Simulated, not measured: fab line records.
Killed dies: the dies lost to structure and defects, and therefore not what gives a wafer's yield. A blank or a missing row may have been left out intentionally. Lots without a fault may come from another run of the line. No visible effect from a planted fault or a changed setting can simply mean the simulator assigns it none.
Split-lot study || flow n5_finfet || 21 wafers read across 7 lots, on a route 1938 steps long

ON THE SPLIT
At N5_BEOL_M7_ILD_DEP_00 (deposits SiCOH lowk from DEMS/porogen, target thk 179.75 nm, time 33.4 s), the setting time_s was moved away from the recipe's 33.4 s on 5 of the 21 wafers read, by -14.1% to +11.2%. All remaining wafers had this setting at the recipe value.

FROM THE SPLIT ON TO THE READING: in between, the file shows 1 step
- N5_BEOL_M7_CURE_74: cures SiCOH lowk, time 240 s

THE READING
M7_ILD_THK in nanometres, read at N5_BEOL_M7_THK_MEAS_01. Fault-free wafers of this fab line usually give 155.5 nm, standard deviation 1.9 nm.

{"wafer": "L075.1", "tool, chamber at the split": "pecvd-03, 2", "time_s as run, s": 33.4, "against the recipe": "recipe", "M7_ILD_THK, nm": 153.5, "against lot-mates on the recipe": "-"}
{"wafer": "L075.5", "tool, chamber at the split": "pecvd-03, 0", "time_s as run, s": 28.69, "against the recipe": "-14.1%", "M7_ILD_THK, nm": 137.0, "against lot-mates on the recipe": -16.5}
{"wafer": "L075.6", "tool, chamber at the split": "pecvd-03, 1", "time_s as run, s": 28.69, "against the recipe": "-14.1%", "M7_ILD_THK, nm": 134.8, "against lot-mates on the recipe": -18.7}
{"wafer": "L083.2", "tool, chamber at the split": "pecvd-01, 0", "time_s as run, s": 33.4, "against the recipe": "recipe", "M7_ILD_THK, nm": 154.4, "against lot-mates on the recipe": "-"}
{"wafer": "L083.5", "tool, chamber at the split": "pecvd-01, 1", "time_s as run, s": 33.4, "against the recipe": "recipe", "M7_ILD_THK, nm": 157.8, "against lot-mates on the recipe": "-"}
{"wafer": "L083.6", "tool, chamber at the split": "pecvd-01, 0", "time_s as run, s": 33.4, "against the recipe": "recipe", "M7_ILD_THK, nm": 156.8, "against lot-mates on the recipe": "-"}
{"wafer": "L086.2", "tool, chamber at the split": "pecvd-03, 1", "time_s as run, s": 36.73, "against the recipe": "+10.0%", "M7_ILD_THK, nm": 169.2, "against lot-mates on the recipe": "+15.2"}
{"wafer": "L086.3", "tool, chamber at the split": "pecvd-03, 2", "time_s as run, s": 33.4, "against the recipe": "recipe", "M7_ILD_THK, nm": 154.0, "against lot-mates on the recipe": "-"}
{"wafer": "L086.4", "tool, chamber at the split": "pecvd-03, 2", "time_s as run, s": 36.73, "against the recipe": "+10.0%", "M7_ILD_THK, nm": 171.5, "against lot-mates on the recipe": "+17.5"}
{"wafer": "L087.1", "tool, chamber at the split": "pecvd-03, 0", "time_s as run, s": 33.4, "against the recipe": "recipe", "M7_ILD_THK, nm": 153.2, "against lot-mates on the recipe": "-"}
{"wafer": "L087.4", "tool, chamber at the split": "pecvd-03, 1", "time_s as run, s": 33.4, "against the recipe": "recipe", "M7_ILD_THK, nm": 156.3, "against lot-mates on the recipe": "-"}
{"wafer": "L087.6", "tool, chamber at the split": "pecvd-03, 1", "time_s as run, s": 33.4, "against the recipe": "recipe", "M7_ILD_THK, nm": 157.6, "against lot-mates on the recipe": "-"}
{"wafer": "L090.1", "tool, chamber at the split": "pecvd-03, 2", "time_s as run, s": 37.14, "against the recipe": "+11.2%", "M7_ILD_THK, nm": 169.7, "against lot-mates on the recipe": "+16.4"}
{"wafer": "L090.4", "tool, chamber at the split": "pecvd-03, 1", "time_s as run, s": 33.4, "against the recipe": "recipe", "M7_ILD_THK, nm": 154.8, "against lot-mates on the recipe": "-"}
{"wafer": "L090.5", "tool, chamber at the split": "pecvd-03, 0", "time_s as run, s": 33.4, "against the recipe": "recipe", "M7_ILD_THK, nm": 151.8, "against lot-mates on the recipe": "-"}
{"wafer": "L091.2", "tool, chamber at the split": "pecvd-04, 1", "time_s as run, s": 33.4, "against the recipe": "recipe", "M7_ILD_THK, nm": 154.5, "against lot-mates on the recipe": "-"}
{"wafer": "L091.4", "tool, chamber at the split": "pecvd-04, 0", "time_s as run, s": 33.4, "against the recipe": "recipe", "M7_ILD_THK, nm": 158.2, "against lot-mates on the recipe": "-"}
{"wafer": "L091.6", "tool, chamber at the split": "pecvd-04, 1", "time_s as run, s": 33.4, "against the recipe": "recipe", "M7_ILD_THK, nm": 156.6, "against lot-mates on the recipe": "-"}
{"wafer": "L095.1", "tool, chamber at the split": "pecvd-01, 1", "time_s as run, s": 33.4, "against the recipe": "recipe", "M7_ILD_THK, nm": 153.5, "against lot-mates on the recipe": "-"}
{"wafer": "L095.2", "tool, chamber at the split": "pecvd-01, 2", "time_s as run, s": 33.4, "against the recipe": "recipe", "M7_ILD_THK, nm": 152.4, "against lot-mates on the recipe": "-"}
{"wafer": "L095.3", "tool, chamber at the split": "pecvd-01, 0", "time_s as run, s": 33.4, "against the recipe": "recipe", "M7_ILD_THK, nm": 152.2, "against lot-mates on the recipe": "-"}

THE FIT
A straight line over all 21 wafers: M7_ILD_THK changes by +1.4 nm for each +1% of time_s; r = +0.97; the points scatter about the line by 2 nm.
The same after taking each lot's own level away (the mean of its wafers on the recipe; 21 wafers): +1.39 nm for each +1%; r = +0.98; scatter 1.6 nm.
The reading moves by 20 nm for the largest change in time_s, on that fit.
Measured against the standard deviation above, the lots' own levels, which go from 152.70 to 156.43 nm, span 2.0 times it.
The two slopes are in agreement: the lot-to-lot level therefore moves the slope only a little.
Check: for one of the wafers moved furthest among these (-14.1%), held out of the fit, the line's prediction against its lot-mates is -20.5 nm. It came out at -16.5 nm against them.

THESE WAFERS: OTHER SPLITS
These wafers also went through other splits before the reading. Each is held against what the fit with the lots' levels taken away leaves over:
{"other split on the same wafers": "N5_BEOL_M0_SAQP_SPACER1_ALD_98 ald_cycles", "wafers away from the commonest value": 8, "r with M7_ILD_THK (lot level and that fit taken away)": -0.41}
{"other split on the same wafers": "N5_BEOL_M1_COAT_61 spin_rpm", "wafers away from the commonest value": 10, "r with M7_ILD_THK (lot level and that fit taken away)": -0.04}
{"other split on the same wafers": "N5_BEOL_M1_COAT_05 spin_rpm", "wafers away from the commonest value": 12, "r with M7_ILD_THK (lot level and that fit taken away)": -0.11}
{"other split on the same wafers": "N5_BEOL_M2_ETCH_70 time_s", "wafers away from the commonest value": 8, "r with M7_ILD_THK (lot level and that fit taken away)": "+0.11"}
{"other split on the same wafers": "N5_BEOL_M2_TRENCH_ETCH_37 bias_w", "wafers away from the commonest value": 10, "r with M7_ILD_THK (lot level and that fit taken away)": -0.43}
{"other split on the same wafers": "N5_BEOL_M3_ALD_98 ald_cycles", "wafers away from the commonest value": 8, "r with M7_ILD_THK (lot level and that fit taken away)": "+0.11"}
{"other split on the same wafers": "N5_BEOL_M5_COAT_05 spin_rpm", "wafers away from the commonest value": 6, "r with M7_ILD_THK (lot level and that fit taken away)": "+0.14"}
{"other split on the same wafers": "N5_BEOL_M5_ETCH_72 bias_w", "wafers away from the commonest value": 7, "r with M7_ILD_THK (lot level and that fit taken away)": -0.18}

THE WHOLE CHAIN: every reading that the file lists as answering this split, in the file's order
{"step": "N5_BEOL_M7_ILD_DEP_00", "what it does": "deposits SiCOH lowk from DEMS/porogen, target thk 179.75 nm, time 33.4 s", "reading": "SiCOH_lowk_of_BEOL_M7_ILD_DEP_00.thk_nm (the simulator's own value, which no gauge read)", "change (the file's fit)": "+1.61 nm for each +1% of the setting", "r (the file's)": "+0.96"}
{"step": "N5_BEOL_M7_CURE_74", "what it does": "cures SiCOH lowk, time 240 s", "reading": "SiCOH_lowk_of_BEOL_M7_ILD_DEP_00.thk_nm (the simulator's own value, which no gauge read)", "change (the file's fit)": "+1.4 nm for each +1% of the setting", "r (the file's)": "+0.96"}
{"step": "N5_BEOL_M7_THK_MEAS_01", "what it does": "", "reading": "M7_ILD_THK", "change (the file's fit)": "+1.4 for each +1% of the setting", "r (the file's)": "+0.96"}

FILE'S OWN FIT
M7_ILD_THK changes by +1.4 nm for each +1% of time_s, r = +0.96.
